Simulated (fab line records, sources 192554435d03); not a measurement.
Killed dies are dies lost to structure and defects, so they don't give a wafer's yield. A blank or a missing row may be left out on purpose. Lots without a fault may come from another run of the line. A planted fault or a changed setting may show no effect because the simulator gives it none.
Split-lot experiment | flow n5_finfet | 7 lots, 39 wafers read, on a route of 1938 steps

THE SPLIT
At N5_DUMMY_GATE_ETCH_31 (etches SiO2 in C4F6/O2, target depth 82.5 nm, time 27.5 s), the setting target_depth_a was moved away from the recipe's 825 angstrom on 9 of the 39 wafers read, by -6.2% to +11.3%. The other wafers ran this setting at the recipe's value.

The reading is taken at the split's own step.

THE READING
SOC_of_DUMMY_GATE_COAT_34.thk_nm (the simulator's own value, which no gauge read), in nm, at N5_DUMMY_GATE_ETCH_31 (etches SiO2 in C4F6/O2, target depth 82.5 nm, time 27.5 s). The file gives no usual value for it. The 30 wafers here that ran the recipe average 51.9 nm, standard deviation 0.17 nm.

wafer  | tool, chamber at the split | target_depth_a as run, angstrom | against the recipe | SOC_of_DUMMY_GATE_COAT_34.thk_nm, nm | against lot-mates on the recipe
L075.1 | rie_diel-02, 1             | 825                             | recipe             | 51.8                                 | -
L075.2 | rie_diel-02, 3             | 825                             | recipe             | 52                                   | -
L075.3 | rie_diel-02, 0             | 825                             | recipe             | 52                                   | -
L075.4 | rie_diel-02, 2             | 825                             | recipe             | 52.2                                 | -
L075.5 | rie_diel-02, 3             | 825                             | recipe             | 52.2                                 | -
L075.6 | rie_diel-02, 0             | 825                             | recipe             | 51.8                                 | -
L079.1 | rie_diel-05, 1             | 825                             | recipe             | 51.6                                 | -
L079.2 | rie_diel-05, 2             | 774.2                           | -6.2%              | 52.4                                 | +0.6
L079.3 | rie_diel-05, 3             | 825                             | recipe             | 52                                   | -
L079.4 | rie_diel-05, 0             | 825                             | recipe             | 51.8                                 | -
L079.5 | rie_diel-05, 2             | 774.2                           | -6.2%              | 52.6                                 | +0.8
L079.6 | rie_diel-05, 1             | 774.2                           | -6.2%              | 52.4                                 | +0.6
L084.1 | rie_diel-05, 0             | 825                             | recipe             | 52                                   | -
L084.2 | rie_diel-05, 2             | 879.2                           | +6.6%              | 51.6                                 | -0.5
L084.3 | rie_diel-05, 1             | 825                             | recipe             | 52.2                                 | -
L084.4 | rie_diel-05, 3             | 825                             | recipe             | 52.2                                 | -
L084.5 | rie_diel-05, 0             | 879.2                           | +6.6%              | 51.4                                 | -0.7
L084.6 | rie_diel-05, 1             | 879.2                           | +6.6%              | 51.4                                 | -0.7
L088.1 | rie_diel-05, 2             | 825                             | recipe             | 52                                   | -
L088.2 | rie_diel-05, 0             | 825                             | recipe             | 51.6                                 | -
L088.3 | rie_diel-05, 3             | 825                             | recipe             | 51.8                                 | -
L088.5 | rie_diel-05, 3             | 825                             | recipe             | 51.8                                 | -
L088.4 | rie_diel-05, 1             | 825                             | recipe             | 51.8                                 | -
L088.6 | rie_diel-05, 2             | 825                             | recipe             | 51.8                                 | -
L090.1 | rie_diel-05, 0             | 918.2                           | +11.3%             | 51.2                                 | -0.7
L090.2 | rie_diel-05, 3             | 918.2                           | +11.3%             | 51                                   | -0.9
L090.3 | rie_diel-05, 2             | 825                             | recipe             | 51.8                                 | -
L090.4 | rie_diel-05, 1             | 825                             | recipe             | 51.8                                 | -
L090.5 | rie_diel-05, 2             | 825                             | recipe             | 52                                   | -
L090.6 | rie_diel-05, 3             | 918.2                           | +11.3%             | 51.2                                 | -0.7
L093.1 | rie_diel-02, 1             | 825                             | recipe             | 52                                   | -
L093.2 | rie_diel-02, 0             | 825                             | recipe             | 52                                   | -
L093.3 | rie_diel-02, 2             | 825                             | recipe             | 52.2                                 | -
L093.4 | rie_diel-02, 2             | 825                             | recipe             | 52                                   | -
L093.5 | rie_diel-02, 0             | 825                             | recipe             | 51.8                                 | -
L093.6 | rie_diel-02, 1             | 825                             | recipe             | 52                                   | -
L097.1 | rie_diel-02, 2             | 825                             | recipe             | 52                                   | -
L097.2 | rie_diel-02, 3             | 825                             | recipe             | 51.8                                 | -
L097.5 | rie_diel-02, 0             | 825                             | recipe             | 52                                   | -

THE FIT
A straight line over all 39 wafers: SOC_of_DUMMY_GATE_COAT_34.thk_nm changes by -0.0743 nm for each +1% of target_depth_a; r = -0.88; the points scatter about the line by 0.16 nm.
The same after taking each lot's own level away (the mean of its wafers on the recipe; 39 wafers): -0.0813 nm for each +1%; r = -0.91; scatter 0.15 nm.
On that fit, the largest move of target_depth_a shifts the reading by 0.92 nm.
The lots' own levels span 51.80 to 52.13 nm, that is 2.0 times the standard deviation above.
So the lot-to-lot level changes the slope little: the two slopes agree.
Check: with one of the wafers moved furthest among these (+11.3%) left out of the fit, the line predicts -0.963 nm for it against its lot-mates. It came out at -0.667 nm against them.

OTHER SPLITS ON THESE WAFERS
These wafers also went through other splits before the reading. Each is held against what the fit with the lots' levels taken away leaves over:
other split on the same wafers  | wafers away from the commonest value | r with SOC_of_DUMMY_GATE_COAT_34.thk_nm (lot level and that fit taken away)
N5_DUMMY_GATE_EXPOSE_12 dose_mj | 18                                   | +0.06

THE WHOLE CHAIN: every reading that the file lists as answering this split, in the file's order
step                  | what it does                                              | reading                                                                           | change (the file's fit)                | r (the file's)
N5_DUMMY_GATE_ETCH_31 | etches SiO2 in C4F6/O2, target depth 82.5 nm, time 27.5 s | etch.depth_nm (the simulator's own value, which no gauge read)                    | +0.808 nm for each +1% of the setting  | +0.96
N5_DUMMY_GATE_ETCH_31 | etches SiO2 in C4F6/O2, target depth 82.5 nm, time 27.5 s | SOC_of_DUMMY_GATE_COAT_34.thk_nm (the simulator's own value, which no gauge read) | -0.0804 nm for each +1% of the setting | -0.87

THE FILE'S OWN FIT
SOC_of_DUMMY_GATE_COAT_34.thk_nm changes by -0.0804 nm for each +1% of target_depth_a, r = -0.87.
